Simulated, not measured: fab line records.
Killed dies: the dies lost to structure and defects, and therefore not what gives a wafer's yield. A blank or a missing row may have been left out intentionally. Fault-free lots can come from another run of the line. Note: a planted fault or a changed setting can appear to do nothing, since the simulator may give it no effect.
fab line records	flow nandHarc	part 1 of 2: steps 1 to 27 of 39
[record] lots = 5	wafers = 15	lastDay = 32
route steps=1302 shown P_M0@282 P_M1@285 P_M2@318
lots that met no fault: from a run of the same line without faults
startH: the number of hours between the record's first day and the start of the first shown wafer of the lot	waitH: time in hours since the lot's previous step	" as in the row above	L1.1+2: several wafers, shown together as one row	- either no value or no given start	* or withheld: withheld	< > ~ a bound
route shown NAME@n: names a module that has steps shown in the file, with the first one's number in the route	usual: mean/standard deviation taken from wafers without a fault	same: alike in all rows	chamber/n: place in a boat	sites: each site's reading	_std_site: how widely they spread, as a standard deviation	_edge_site: the outer-site mean with the inner-site mean subtracted	radiusMm: how far each site lies from the wafer's centre	mask NAME#n: copy n	behind: tool/chamber where the wafer was last shaped	hold: cause of the lot's hold/its duration in hours/its outcome	device: which transistor (n, p or np) failed to switch	end of line: tests of these same wafers at the route's end	for a step that has no rows: nothing shown but its recipe	killed: count of dies lost to structure and defects at first sort (not the wafer's yield)	map: a wafer's dies, marking killed ones x, the rest . and places with no die _
set.NAME: the setting the step ran with; set.NAME@STEP: the setting that earlier step ran with	model.NAME: the simulator's own value behind a step, which no gauge read
lots at selected steps of the route; one table per step, one row per wafer
services: a tool's chamber out of use, with start hour (startH, from the record's first day; less than 0 if before it), hours out, and reason
[[steps]]
[step NHARC_P_M0_INSPECT_27]
[usual] rawDefectCount = 341/130
lot.wafer	tool	chamber	startH	waitH	rawDefectCount
L081.2	defectInspect-02	-	192.73	0.0	415
L081.3	"	-	"	"	535
L081.5	"	-	"	"	466
L087.2	defectInspect-01	-	252.64	0.0	260
L087.3	"	-	"	"	242
L087.6	"	-	"	"	202
L089.3	defectInspect-01	-	269.55	0.0	332
L089.5	"	-	"	"	205
L089.6	"	-	"	"	281
L090.1	defectInspect-02	-	286.70	0.0	445
L090.4	"	-	"	"	275
L090.6	"	-	"	"	193
L095.2	defectInspect-01	-	328.36	0.0	269
L095.4	"	-	"	"	196
L095.5	"	-	"	"	306
[step NHARC_P_M0_PRE_CLEAN_31]
[recipe] timeS = 12	tempC = 370	rfPowerW = 300	gas = NH3
[usual] heaterPowerOuterW = 347/34	heaterPowerW = 594/80	susceptorTempC = 369.99/0.2
lot.wafer	tool	chamber	startH	waitH	heaterPowerOuterW	heaterPowerW	susceptorTempC
L081.2	pecvd-02	0	192.91	0.2	353	600	370.01
L081.3	"	1	"	"	326	544	370.09
L081.5	"	1	"	"	338	529	369.99
L087.3	pecvd-01	0	252.71	0.1	392	706	369.88
L087.2	"	2	"	"	306	569	370.08
L087.6	"	0	"	"	409	733	369.84
L089.3	pecvd-03	2	269.65	0.1	359	531	369.91
L089.6	"	0	"	"	350	566	369.82
L089.5	"	1	"	"	374	718	369.85
L090.1	pecvd-02	1	286.78	0.1	340	545	369.98
L090.6	"	0	"	"	337	573	369.92
L090.4	"	2	"	"	366	613	370.08
L095.2	pecvd-01	0	328.46	0.1	351	643	370.13
L095.5	"	1	"	"	406	699	370.00
L095.4	"	2	"	"	357	637	370.19
[step NHARC_P_M0_DEP_32]
[recipe] targetThkA = 300	tempC = 370	targetThkNm = 30	pressureTorr = 3	flowSccm = 200	rfW = 450	material = SiCN
[usual] heaterPowerOuterW = 309/36	heaterPowerW = 542/79	susceptorTempC = 370.00/0.2
lot.wafer	tool	chamber	startH	waitH	heaterPowerOuterW	heaterPowerW	susceptorTempC
L081.2	pecvd-02	0	193.02	0.1	318	552	369.77
L081.3	"	1	"	"	256	443	370.43
L081.5	"	1	"	"	260	437	370.40
L087.3	pecvd-01	0	252.79	0.1	378	657	369.89
L087.2	"	2	"	"	285	550	370.11
L087.6	"	0	"	"	375	680	369.88
L089.3	pecvd-03	2	269.79	0.1	343	519	369.73
L089.6	"	0	"	"	249	427	369.85
L089.5	"	1	"	"	321	645	369.87
L090.1	pecvd-02	1	286.89	0.1	300	534	369.61
L090.6	"	0	"	"	249	466	369.76
L090.4	"	2	"	"	319	544	370.09
L095.2	pecvd-01	0	328.60	0.1	354	603	370.26
L095.5	"	1	"	"	303	581	369.69
L095.4	"	2	"	"	325	592	370.18
[step NHARC_P_M1_DEP_00]
[recipe] targetThkA = 1825	targetThkNm = 182.5	tempC = withheld	pressureTorr = 5	flowSccm = 200	rfW = 600	material = SiOC
lot.wafer	tool	chamber	startH	waitH
L081.2+3+5	pecvd-02	1,2,2	-	-
L087.2+3+6	pecvd-03	0,1,1	253.21	-
L089.3+6+5	pecvd-03	0,2,0	-	-
L090.1+4+6	pecvd-03	2,2,0	287.31	-
L095.2+5+4	pecvd-03	0,1,2	328.93	-
[step NHARC_P_M1_DEHYDRATE_01]
[recipe] tempC = 150	timeS = 120
lot.wafer	tool	chamber	startH	waitH
L081.2+3+5	lithoTrack-01	0	193.78	-
L087.2+3+6	lithoTrack-01	0	253.62	-
L089.3+5+6	lithoTrack-01	0	270.50	-
L090.1+4+6	lithoTrack-06	0	287.66	-
L095.2+4+5	lithoTrack-01	0	329.33	-
[step NHARC_P_M1_HMDS_02]
[recipe] timeS = 30
lot.wafer	tool	chamber	startH	waitH
L081.2+3+5	lithoTrack-01	0	-	-
L087.2+3+6	lithoTrack-01	0	-	-
L089.3+5+6	lithoTrack-01	0	-	-
L090.1+4+6	lithoTrack-06	0	-	-
L095.2+4+5	lithoTrack-01	0	-	-
[step NHARC_P_M1_COAT_34]
[recipe] tempC = 200	timeS = 65
lot.wafer	tool	chamber	startH	waitH
L081.2+3+5	lithoTrack-01	0	-	-
L087.2+3+6	lithoTrack-01	0	-	-
L089.3+5+6	lithoTrack-01	0	-	-
L090.1+4+6	lithoTrack-06	0	-	-
L095.2+4+5	lithoTrack-01	0	-	-
[step NHARC_P_M1_COAT_03]
[recipe] spinRpm = 1500	resistThkNm = 90
lot.wafer	tool	chamber	startH	waitH
L081.2+3+5	lithoTrack-01	0	-	-
L087.2+3+6	lithoTrack-01	0	-	-
L089.3+5+6	lithoTrack-01	0	-	-
L090.1+4+6	lithoTrack-06	0	-	-
L095.2+4+5	lithoTrack-01	0	-	-
[step NHARC_P_M1_SOFTBAKE_04]
[recipe] tempC = 105	timeS = 55
lot.wafer	tool	chamber	startH	waitH
L081.2+3+5	lithoTrack-01	0	-	-
L087.2+3+6	lithoTrack-01	0	-	-
L089.3+5+6	lithoTrack-01	0	-	-
L090.1+4+6	lithoTrack-06	0	-	-
L095.2+4+5	lithoTrack-01	0	-	-
[step NHARC_P_M1_EBR_05]
lot.wafer	tool	chamber	startH	waitH
L081.2+3+5	lithoTrack-01	0	-	-
L087.2+3+6	lithoTrack-01	0	-	-
L089.3+5+6	lithoTrack-01	0	-	-
L090.1+4+6	lithoTrack-06	0	-	-
L095.2+4+5	lithoTrack-01	0	-	-
[step NHARC_P_M1_EXPOSE_06]
[recipe] na = 1.35	targetCdNm = 130	doseMj = 81.88	maskId = P_M1
lot.wafer	tool	chamber	startH	waitH	mask
L081.2+3+5	arfiScanner-03	0	194.07	-	P_M1#0
L087.2+3+6	arfiScanner-02	0	253.78	-	P_M1#0
L089.3+5+6	arfiScanner-01	0	270.80	-	P_M1#0
L090.1+4+6	arfiScanner-01	0	287.95	-	P_M1#0
L095.2+4+5	arfiScanner-02	0	329.62	-	P_M1#0
[step NHARC_P_M1_PEB_07]
[recipe] pebTempC = 100	pebTimeS = 65
lot.wafer	tool	chamber	startH	waitH
L081.2+3+5	lithoTrack-04	0	194.13	0.1
L087.2+3+6	lithoTrack-04	0	253.84	0.1
L089.3+5+6	lithoTrack-06	0	270.85	0.0
L090.1+4+6	lithoTrack-04	0	288.01	0.1
L095.2+4+5	lithoTrack-04	0	329.68	0.1
[step NHARC_P_M1_DEVELOP_08]
[recipe] developTimeS = 35	devTempC = 23
[same] developTimeS = 35
lot.wafer	tool	chamber	startH	waitH
L081.2+3+5	lithoTrack-04	0	-	-
L087.2+3+6	lithoTrack-04	0	-	-
L089.3+5+6	lithoTrack-06	0	-	-
L090.1+4+6	lithoTrack-04	0	-	-
L095.2+4+5	lithoTrack-04	0	-	-
[step NHARC_P_M1_CD_MEAS_09]
[recipe] targetCdNm = 130	landingEnergyEv = 500
[usual] cdNm = 130.2/0.62
lot.wafer	tool	chamber	startH	waitH	cdNm
L081.2	cdSem-01	0	194.21	-	130.5
L081.3	"	0	"	"	130.9
L081.5	"	0	"	"	130.1
L087.2	cdSem-01	0	253.92	-	130.4
L087.3	"	0	"	"	129.0
L087.6	"	0	"	"	129.8
L089.3	cdSem-03	0	270.93	-	129.6
L089.5	"	0	"	"	129.7
L089.6	"	0	"	"	127.8
L090.1	cdSem-03	0	288.09	-	130.9
L090.4	"	0	"	"	130.3
L090.6	"	0	"	"	131.1
L095.2	cdSem-03	0	329.76	-	130.3
L095.4	"	0	"	"	130.5
L095.5	"	0	"	"	129.7
[step NHARC_P_M1_OVL_MEAS_10]
[recipe] pitchNm = 260
[usual] overlayXNm = 0.3/0.76	overlayYNm = 0.4/0.85
lot.wafer	tool	chamber	startH	waitH	overlayXNm	overlayYNm
L081.2	overlay-02	-	194.29	-	-0.5	0.3
L081.3	"	-	"	"	-0.3	0.6
L081.5	"	-	"	"	0.2	0.2
L087.2	overlay-01	-	254.01	-	1.6	0.4
L087.3	"	-	"	"	1.4	1.0
L087.6	"	-	"	"	1.4	1.1
L089.3	overlay-02	-	271.01	-	-0.6	0.6
L089.5	"	-	"	"	-0.8	0.6
L089.6	"	-	"	"	-0.5	0.7
L090.1	overlay-02	-	288.18	-	1.6	-0.2
L090.4	"	-	"	"	0.9	-0.3
L090.6	"	-	"	"	1.3	-0.1
L095.2	overlay-01	-	329.85	-	-0.1	1.0
L095.4	"	-	"	"	-0.2	0.4
L095.5	"	-	"	"	-0.3	0.3
[step NHARC_P_M1_INSPECT_11]
[usual] rawDefectCount = 4.6/2.9
lot.wafer	tool	chamber	startH	waitH	rawDefectCount
L081.2	defectInspect-01	-	194.33	0.0	6
L081.3	"	-	"	"	2
L081.5	"	-	"	"	1
L087.2	defectInspect-01	-	254.05	0.0	2
L087.3	"	-	"	"	1
L087.6	"	-	"	"	0
L089.3	defectInspect-02	-	271.05	0.0	4
L089.5	"	-	"	"	3
L089.6	"	-	"	"	3
L090.1	defectInspect-02	-	288.22	0.0	4
L090.4	"	-	"	"	5
L090.6	"	-	"	"	7
L095.2	defectInspect-02	-	329.89	0.0	1
L095.4	"	-	"	"	4
L095.5	"	-	"	"	1
[step NHARC_P_M1_DESCUM_14]
[recipe] timeS = 3	o2FlowSccm = 200	arFlowSccm = 0	biasPowerW = 0	chemistry = O2
[usual] drypumpMotorCurrentA = 5.9/0.48	oesProductAu = 0.999/0.0099	rfVppV = 57.9/0.91	showerheadPlenumPTorr = 1.92/0.068	throttleValvePct = 11.312/0.0088
lot.wafer	tool	chamber	startH	waitH	drypumpMotorCurrentA	oesProductAu	rfHoursCounterH	rfVppV	showerheadPlenumPTorr	throttleValvePct
L081.2	rieDiel-13	2	194.39	0.1	5.3	1.005	1	56.8	1.86	11.320
L081.3	"	0	"	"	6.7	1.013	1	56.5	1.84	11.308
L081.5	"	3	"	"	6.2	0.995	-	57.0	1.96	11.324
L087.3	rieDiel-10	3	254.11	0.1	6.2	0.996	0	57.7	1.97	11.306
L087.2	"	1	"	"	5.4	1.001	0	58.3	1.96	11.311
L087.6	"	3	"	"	6.2	1.006	-	58.0	1.97	11.301
L089.3	rieDiel-10	2	271.13	0.1	6.0	1.001	1	58.4	1.86	11.306
L089.6	"	0	"	"	5.9	0.992	-	59.0	1.86	11.305
L089.5	"	1	"	"	5.4	0.989	-	58.1	1.96	11.307
L090.4	rieDiel-10	3	288.28	0.1	6.2	0.998	2	56.7	1.97	11.311
L090.1	"	0	"	"	5.9	1.001	2	57.5	1.86	11.320
L090.6	"	0	"	"	5.9	0.999	-	59.0	1.86	11.320
L095.2	rieDiel-13	2	329.95	0.1	5.3	1.016	8	57.1	1.86	11.301
L095.4	"	1	"	"	5.1	0.982	10	59.1	2.03	11.313
L095.5	"	3	"	"	6.2	0.997	-	59.8	1.95	11.309
[step NHARC_P_M1_ETCH_35]
[recipe] targetDepthA = 400	overetchA = 120	timeS = 43.94	ionEnergyEv = 200	n2FlowSccm = 150	h2FlowSccm = 150	arFlowSccm = 0	rfW = 400	biasW = 150	chemistry = N2/H2
[usual] drypumpMotorCurrentA = 5.9/0.5	h2FlowSccm = 150.0/0.43	oesProductAu = 0.999/0.0099	rfVppV = 430.8/2.2	showerheadPlenumPTorr = 2.05/0.078	throttleValvePct = 14.171/0.0087
lot.wafer	tool	chamber	startH	waitH	drypumpMotorCurrentA	h2FlowSccm	oesProductAu	rfHoursCounterH	rfVppV	showerheadPlenumPTorr	throttleValvePct
L081.2	rieDiel-13	3	194.48	0.1	6.3	150.0	0.994	1	432.4	2.09	14.168
L081.3	"	1	"	"	5.1	150.5	1.000	1	435.5	2.17	14.173
L081.5	"	2	"	"	5.3	150.4	1.020	-	427.7	1.98	14.179
L087.2	rieDiel-10	0	254.20	0.1	5.9	149.8	1.000	0	428.8	1.98	14.155
L087.3	"	1	"	"	5.4	149.4	0.989	0	430.0	2.09	14.171
L087.6	"	2	"	"	6.0	149.9	0.994	-	427.8	1.98	14.164
L089.3	rieDiel-10	0	271.21	0.1	5.9	149.3	1.006	1	427.6	1.98	14.172
L089.6	"	2	"	"	6.1	150.0	0.993	-	428.8	1.98	14.181
L089.5	"	3	"	"	6.2	149.9	1.011	-	431.8	2.10	14.182
L090.4	rieDiel-10	2	288.36	0.1	6.0	149.6	1.001	2	429.8	1.98	14.181
L090.1	"	0	"	"	5.9	149.9	0.992	2	429.2	1.98	14.171
L090.6	"	2	"	"	6.1	149.4	1.000	-	429.0	1.98	14.153
L095.2	rieDiel-13	1	330.04	0.1	5.1	150.2	0.994	10	433.0	2.17	14.163
L095.4	"	3	"	"	6.2	149.8	1.003	10	431.3	2.08	14.161
L095.5	"	0	"	"	6.8	149.1	1.008	-	427.4	1.96	14.181
[step NHARC_P_M1_ETCH_15]
[recipe] targetDepthA = 1825	timeS = 91.2	c4f8FlowSccm = withheld	arFlowSccm = 400	rfW = 600	biasW = 300	chemistry = C4F8/Ar
[usual] oesProductAu = 0.955/0.019	rfVppV = 441.0/2.1
lot.wafer	tool	chamber	startH	waitH	oesProductAu	rfHoursCounterH	rfVppV
L081.3	rieDiel-13	3	-	-	0.961	1	441.8
L081.2	"	2	"	"	0.967	1	440.0
L081.5	"	3	"	"	0.960	-	442.0
L087.3	rieDiel-10	1	-	-	0.963	0	442.0
L087.2	"	2	"	"	0.978	0	439.6
L087.6	"	0	"	"	0.958	-	438.6
L089.3	rieDiel-10	0	-	-	0.962	1	439.2
L089.5	"	0	"	"	0.951	-	439.3
L089.6	"	1	"	"	0.959	-	441.7
L090.4	rieDiel-10	2	-	-	0.977	2	439.6
L090.1	"	0	"	"	0.971	2	439.0
L090.6	"	2	"	"	0.974	-	438.7
L095.2	rieDiel-13	1	-	-	0.961	10	444.9
L095.4	"	3	"	"	0.957	10	441.5
L095.5	"	2	"	"	0.969	-	439.3
[step NHARC_P_M1_CD_MEAS_16]
[usual] cdNm = 130.0/0.86
lot.wafer	tool	chamber	startH	waitH	cdNm
L081.2	cdSem-02	-	194.69	-	130.0
L081.3	"	-	"	"	130.0
L081.5	"	-	"	"	129.3
L087.2	cdSem-02	-	254.42	-	130.3
L087.3	"	-	"	"	128.8
L087.6	"	-	"	"	130.5
L089.3	cdSem-02	-	271.42	-	128.7
L089.5	"	-	"	"	130.1
L089.6	"	-	"	"	128.2
L090.1	cdSem-03	-	288.58	-	130.2
L090.4	"	-	"	"	130.7
L090.6	"	-	"	"	131.6
L095.2	cdSem-02	-	330.25	-	129.6
L095.4	"	-	"	"	129.1
L095.5	"	-	"	"	129.0
[step NHARC_P_M1_STRIP_18]
[recipe] powerW = 1000	n2FlowSccm = 150	h2FlowSccm = 150	arFlowSccm = 0	biasW = 0	chemistry = N2/H2
[usual] drypumpMotorCurrentA = 5.8/0.52	h2FlowSccm = 150.0/0.45	oesProductAu = 1.001/0.009	rfVppV = 90.6/1	showerheadPlenumPTorr = 2.06/0.088	throttleValvePct = 14.171/0.0087
lot.wafer	tool	chamber	startH	waitH	drypumpMotorCurrentA	h2FlowSccm	oesProductAu	rfHoursCounterH	rfVppV	showerheadPlenumPTorr	throttleValvePct
L081.2	rieDiel-13	1	194.82	0.1	5.1	149.9	1.000	1	91.4	2.17	14.177
L081.3	"	2	"	"	5.3	149.9	1.011	1	89.8	1.98	14.165
L081.5	"	0	"	"	6.7	150.1	1.007	-	91.2	1.96	14.165
L087.2	rieDiel-13	0	254.49	0.1	6.7	149.9	1.015	4	89.7	1.96	14.171
L087.3	"	2	"	"	5.3	150.4	1.012	4	89.1	1.98	14.159
L087.6	"	0	"	"	6.7	150.6	1.009	-	90.9	1.96	14.169
L089.3	rieDiel-10	1	271.52	0.1	5.4	149.3	1.003	1	91.0	2.09	14.167
L089.5	"	0	"	"	5.9	150.3	0.994	-	91.9	1.98	14.175
L089.6	"	1	"	"	5.4	148.8	1.007	-	89.8	2.09	14.159
L090.4	rieDiel-13	3	288.66	0.1	6.3	149.9	1.000	6	89.9	2.08	14.166
L090.1	"	1	"	"	5.1	150.7	0.985	6	91.0	2.17	14.157
L090.6	"	0	"	"	6.7	149.8	1.008	-	90.1	1.96	14.184
L095.2	rieDiel-10	2	330.32	0.1	6.0	149.9	1.006	6	89.9	1.98	14.185
L095.4	"	3	"	"	6.2	150.0	0.998	6	91.2	2.10	14.174
L095.5	"	3	"	"	6.2	150.2	0.993	-	92.5	2.10	14.186
[step NHARC_P_M1_ETCH_28]
[recipe] targetDepthA = 300	overEtchFrac = 0.3	timeS = 72.99	ionEnergyEv = 150	cf4FlowSccm = 50	n2FlowSccm = 100	arFlowSccm = 150	rfW = 300	biasW = 100	chemistry = CF4/N2
[usual] drypumpMotorCurrentA = 5.8/0.5	oesProductAu = 1.000/0.0086	rfVppV = 314.6/1.8	showerheadPlenumPTorr = 2.65/0.1	throttleValvePct = 19.793/0.0097
lot.wafer	tool	chamber	startH	waitH	drypumpMotorCurrentA	oesProductAu	rfHoursCounterH	rfVppV	showerheadPlenumPTorr	throttleValvePct
L081.2	rieDiel-13	2	-	-	5.3	1.006	1	311.7	2.56	19.799
L081.3	"	3	"	"	6.3	0.990	1	314.5	2.68	19.789
L081.5	"	1	"	"	5.1	0.990	-	316.5	2.78	19.796
L087.2	rieDiel-13	2	-	-	5.3	1.000	4	314.3	2.56	19.797
L087.3	"	0	"	"	6.7	1.016	4	312.1	2.53	19.803
L087.6	"	2	"	"	5.3	0.995	-	312.4	2.56	19.796
L089.3	rieDiel-10	0	-	-	5.9	0.995	1	311.2	2.55	19.783
L089.6	"	1	"	"	5.4	0.998	-	315.0	2.68	19.792
L089.5	"	2	"	"	6.0	1.005	-	312.6	2.55	19.787
L090.1	rieDiel-13	1	-	-	5.1	0.986	6	316.6	2.78	19.814
L090.4	"	2	"	"	5.3	1.013	6	313.3	2.56	19.794
L090.6	"	3	"	"	6.3	0.995	-	315.5	2.68	19.795
L095.4	rieDiel-10	3	-	-	6.2	0.996	6	315.3	2.70	19.790
L095.2	"	2	"	"	6.0	1.009	6	313.4	2.55	19.793
L095.5	"	3	"	"	6.3	0.992	-	315.2	2.70	19.805
[step NHARC_P_M1_STRIP_19]
[recipe] timeS = 600	tempC = 30	chemistry = postEtchResidueRemover
lot.wafer	tool	chamber	startH	waitH
L081.2+5+3	wetBench-10	3,4,7	195.14	-
L087.6+3+2	wetBench-08	5,6,0	254.93	-
L089.5+6+3	wetBench-08	2,3,6	271.88	-
L090.6+1+4	wetBench-08	2,5,7	289.03	-
L095.2+5+4	wetBench-10	5,7,0	330.70	-
[step NHARC_P_M1_DEGAS_29]
[recipe] tempC = 250	timeS = 60
[usual] heaterPowerW = 328/31	susceptorTempC = 249.99/0.18
lot.wafer	tool	chamber	startH	waitH	heaterPowerW	susceptorTempC
L081.3	pvdSputter-03	-	195.40	-	285	250.17
L081.2	"	-	"	"	323	250.07
L081.5	"	-	"	"	287	250.02
L087.2	pvdSputter-02	-	255.19	-	353	250.13
L087.3	"	-	"	"	355	249.96
L087.6	"	-	"	"	347	250.31
L089.3	pvdSputter-02	-	272.18	-	357	249.91
L089.6	"	-	"	"	355	249.94
L089.5	"	-	"	"	330	250.11
L090.1	pvdSputter-03	-	289.36	-	297	-
L090.4	"	-	"	"	329	-
L090.6	"	-	"	"	353	-
L095.4	pvdSputter-03	-	330.97	-	287	249.97
L095.2	"	-	"	"	298	250.12
L095.5	"	-	"	"	287	249.52
[step NHARC_P_M1_PRE_CLEAN_30]
[recipe] timeS = 30	tempC = 280	gas = H2/He
[usual] heaterPowerW = 402/37	susceptorTempC = 280.03/0.18
lot.wafer	tool	chamber	startH	waitH	heaterPowerW	susceptorTempC
L081.3	pvdSputter-03	-	-	-	430	280.18
L081.2	"	-	"	"	362	280.14
L081.5	"	-	"	"	431	280.27
L087.3	pvdSputter-02	-	-	-	428	280.07
L087.2	"	-	"	"	430	280.06
L087.6	"	-	"	"	417	280.45
L089.3	pvdSputter-02	-	-	-	433	280.26
L089.5	"	-	"	"	420	280.19
L089.6	"	-	"	"	431	279.55
L090.1	pvdSputter-03	-	-	-	361	279.99
L090.4	"	-	"	"	434	279.66
L090.6	"	-	"	"	360	280.04
L095.2	pvdSputter-03	-	-	-	357	-
L095.4	"	-	"	"	357	-
L095.5	"	-	"	"	350	-
[step NHARC_P_M1_PVD_20]
[recipe] targetThkA = 50	biasV = 168.6	powerW = 15000	chamberPressurePa = 0.12	timeS = 8.06	substrateTempC = 50	material = TaN
[usual] throttleValvePct = 30.1/1
lot.wafer	tool	chamber	startH	waitH	throttleValvePct
L081.2	pvdSputter-03	-	-	-	30.3
L081.3	"	-	"	"	31.7
L081.5	"	-	"	"	30.4
L087.3	pvdSputter-02	-	-	-	30.5
L087.2	"	-	"	"	30.6
L087.6	"	-	"	"	28.2
L089.3	pvdSputter-02	-	-	-	28.3
L089.6	"	-	"	"	28.4
L089.5	"	-	"	"	30.6
L090.4	pvdSputter-03	-	-	-	30.5
L090.1	"	-	"	"	30.8
L090.6	"	-	"	"	31.9
L095.4	pvdSputter-03	-	-	-	28.7
L095.2	"	-	"	"	30.5
L095.5	"	-	"	"	31.7
[step NHARC_P_M1_PVD_21]
[recipe] targetThkA = 300	chamberPressurePa = 5	powerW = 5000	substrateTempC = 30	timeS = 20.49	material = Cu
[usual] throttleValvePct = 30.2/1
lot.wafer	tool	chamber	startH	waitH	throttleValvePct
L081.3	pvdSputter-03	-	-	-	28.7
L081.2	"	-	"	"	30.5
L081.5	"	-	"	"	28.9
L087.2	pvdSputter-02	-	-	-	30.7
L087.3	"	-	"	"	30.1
L087.6	"	-	"	"	28.1
L089.3	pvdSputter-02	-	-	-	28.1
L089.6	"	-	"	"	30.8
L089.5	"	-	"	"	29.9
L090.1	pvdSputter-03	-	-	-	28.8
L090.4	"	-	"	"	30.9
L090.6	"	-	"	"	28.7
L095.4	pvdSputter-03	-	-	-	28.5
L095.2	"	-	"	"	30.4
L095.5	"	-	"	"	30.6
